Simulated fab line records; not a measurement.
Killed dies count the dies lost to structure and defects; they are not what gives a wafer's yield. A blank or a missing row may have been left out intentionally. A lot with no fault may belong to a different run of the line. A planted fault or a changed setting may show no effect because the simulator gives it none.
Lot-split experiment / flow n5_finfet / on a route of 1938 steps: 7 lots, 21 wafers read

ON THE SPLIT
At N5_FIN_SAQP_PEB_14 (peb time 60 s), the setting peb_time_s was moved away from the recipe's 60 s on 8 of the 21 wafers read, by -14.7% to +20.1%. For the rest of the wafers, this setting stayed at what the recipe calls for.

FROM THE SPLIT ON TO THE READING: in between, the file shows 1 step
- N5_FIN_SAQP_DEVELOP_15: develop time 30 s

THE READING
cd_nm at N5_FIN_SAQP_CD_MEAS_16, given in nm (cd target 35.6 nm). On this fab line, fault-free wafers typically give 35.5 nm with a standard deviation of 0.34 nm.

wafer=L074.1; tool, chamber at the split=litho_track-04, 0; peb_time_s as run, s=60; against the recipe=recipe; cd_nm, nm=35.0; against lot-mates on the recipe=-
wafer=L074.2; tool, chamber at the split=litho_track-04, 0; peb_time_s as run, s=60; against the recipe=recipe; cd_nm, nm=35.0; against lot-mates on the recipe=-
wafer=L074.5; tool, chamber at the split=litho_track-04, 0; peb_time_s as run, s=60; against the recipe=recipe; cd_nm, nm=35.7; against lot-mates on the recipe=-
wafer=L078.1; tool, chamber at the split=litho_track-04, 0; peb_time_s as run, s=65.43; against the recipe=+9.1%; cd_nm, nm=34.4; against lot-mates on the recipe=-0.3
wafer=L078.3; tool, chamber at the split=litho_track-04, 0; peb_time_s as run, s=60; against the recipe=recipe; cd_nm, nm=34.6; against lot-mates on the recipe=-
wafer=L078.6; tool, chamber at the split=litho_track-04, 0; peb_time_s as run, s=60; against the recipe=recipe; cd_nm, nm=34.8; against lot-mates on the recipe=-
wafer=L080.1; tool, chamber at the split=litho_track-05, 0; peb_time_s as run, s=51.75; against the recipe=-13.7%; cd_nm, nm=37.8; against lot-mates on the recipe=+2.3
wafer=L080.4; tool, chamber at the split=litho_track-05, 0; peb_time_s as run, s=60; against the recipe=recipe; cd_nm, nm=35.2; against lot-mates on the recipe=-
wafer=L080.5; tool, chamber at the split=litho_track-05, 0; peb_time_s as run, s=60; against the recipe=recipe; cd_nm, nm=35.7; against lot-mates on the recipe=-
wafer=L083.3; tool, chamber at the split=litho_track-05, 0; peb_time_s as run, s=68.47; against the recipe=+14.1%; cd_nm, nm=34.1; against lot-mates on the recipe=-2.2
wafer=L083.5; tool, chamber at the split=litho_track-05, 0; peb_time_s as run, s=60; against the recipe=recipe; cd_nm, nm=36.3; against lot-mates on the recipe=-
wafer=L083.6; tool, chamber at the split=litho_track-05, 0; peb_time_s as run, s=68.47; against the recipe=+14.1%; cd_nm, nm=33.9; against lot-mates on the recipe=-2.4
wafer=L085.1; tool, chamber at the split=litho_track-05, 0; peb_time_s as run, s=60; against the recipe=recipe; cd_nm, nm=35.4; against lot-mates on the recipe=-
wafer=L085.5; tool, chamber at the split=litho_track-05, 0; peb_time_s as run, s=72.05; against the recipe=+20.1%; cd_nm, nm=33.0; against lot-mates on the recipe=-2.4
wafer=L085.6; tool, chamber at the split=litho_track-05, 0; peb_time_s as run, s=72.05; against the recipe=+20.1%; cd_nm, nm=33.6; against lot-mates on the recipe=-1.8
wafer=L088.2; tool, chamber at the split=litho_track-04, 0; peb_time_s as run, s=51.17; against the recipe=-14.7%; cd_nm, nm=37.9; against lot-mates on the recipe=+2.6
wafer=L088.5; tool, chamber at the split=litho_track-04, 0; peb_time_s as run, s=60; against the recipe=recipe; cd_nm, nm=35.3; against lot-mates on the recipe=-
wafer=L088.6; tool, chamber at the split=litho_track-04, 0; peb_time_s as run, s=51.17; against the recipe=-14.7%; cd_nm, nm=37.6; against lot-mates on the recipe=+2.3
wafer=L097.1; tool, chamber at the split=litho_track-04, 0; peb_time_s as run, s=60; against the recipe=recipe; cd_nm, nm=35.7; against lot-mates on the recipe=-
wafer=L097.2; tool, chamber at the split=litho_track-04, 0; peb_time_s as run, s=60; against the recipe=recipe; cd_nm, nm=35.4; against lot-mates on the recipe=-
wafer=L097.6; tool, chamber at the split=litho_track-04, 0; peb_time_s as run, s=60; against the recipe=recipe; cd_nm, nm=35.8; against lot-mates on the recipe=-

THE FIT
A straight line over all 21 wafers: cd_nm changes by -0.126 nm for each +1% of peb_time_s; r = -0.94; the points scatter about the line by 0.46 nm.
The same after taking each lot's own level away (the mean of its wafers on the recipe; 21 wafers): -0.137 nm for each +1%; r = -0.96; scatter 0.4 nm.
According to that fit, moving peb_time_s by its largest amount changes the reading by 2.7 nm.
From 34.70 to 36.30 nm: that is the span of the lots' own levels, equal to 4.7 times the standard deviation above.
Consequently the slope shifts little with the lot-to-lot level, the two slopes agreeing.
Check: with one of the wafers moved furthest among these (+20.1%) left out of the fit, the line predicts -2.67 nm for it against its lot-mates. Against them it came out at -2.4 nm.

OTHER SPLITS ON THESE WAFERS
These wafers also went through other splits before the reading. Each is held against what the fit with the lots' levels taken away leaves over:
other split on the same wafers=N5_PMOS_HMC_CHANNEL_EPI_PEB_07 peb_temp_c; wafers away from the commonest value=6; r with cd_nm (lot level and that fit taken away)=+0.29
other split on the same wafers=N5_PMOS_HMC_CHANNEL_EPI_DEVELOP_08 develop_time_s; wafers away from the commonest value=7; r with cd_nm (lot level and that fit taken away)=+0.18

FILE'S OWN FIT
cd_nm changes by -0.135 nm for each +1% of peb_time_s, r = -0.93.
